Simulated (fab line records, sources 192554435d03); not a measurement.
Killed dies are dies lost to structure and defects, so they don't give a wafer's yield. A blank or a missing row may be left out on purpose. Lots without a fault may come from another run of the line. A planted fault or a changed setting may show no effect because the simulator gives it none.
Chamber matching | flow n5_finfet | N5_BEOL_M5_DEP_56 on pecvd-03: 3 sister chambers
The step deposits SiCN from 3MS/NH3, target thk 8 nm, time 14 s. 3 wafers are shown with their chamber, then 11 later ones without.

WAFERS WITH THEIR CHAMBER
wafer  | chamber | showerhead_plenum_p_Torr (Torr)
L084.1 | 1       | 3.674
L084.2 | 2       | 3.653
L084.4 | 0       | 3.669

WAFERS WITHOUT THEIR CHAMBER
wafer  | showerhead_plenum_p_Torr (Torr)
L084.5 | 3.645
L084.6 | 3.675
L089.3 | 3.673
L089.5 | 3.676
L089.6 | 3.641
L088.1 | 3.661
L088.2 | 3.653
L088.5 | 3.656
L096.1 | 3.638
L096.2 | 3.666
L096.4 | 3.673

WHICH CHAMBER EACH WENT THROUGH
wafer  | from the rows above          | in truth
L084.5 | 2                            | 2
L084.6 | can't be placed: 1 or 0      | 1
L089.3 | can't be placed: 1 or 0      | 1
L089.5 | can't be placed: 1 or 0      | 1
L089.6 | 2                            | 2
L088.1 | can't be placed: 0 or 2 or 1 | 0
L088.2 | 2                            | 2
L088.5 | can't be placed: 2 or 0      | 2
L096.1 | 2                            | 2
L096.2 | can't be placed: 0 or 1 or 2 | 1
L096.4 | can't be placed: 1 or 0      | 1
Placed correctly: 4 of 11. Can't be placed from these rows: 7 (the true chamber is among the candidates in 7). Placed wrongly: 0.
How it was worked out, from the rows above alone: a wafer's distance from a chamber is the root of the sum, over the readings, of the square of ((its reading less the chamber's mean) divided by the reading's scatter). The wafer belongs to the nearest chamber; if the next one is less than 2 further off, it can't be placed. A chamber's mean is the mean of its shown wafers. The scatter: with one shown wafer a chamber, the root of the mean of the squares of how far each hidden wafer lies from its nearest shown one.
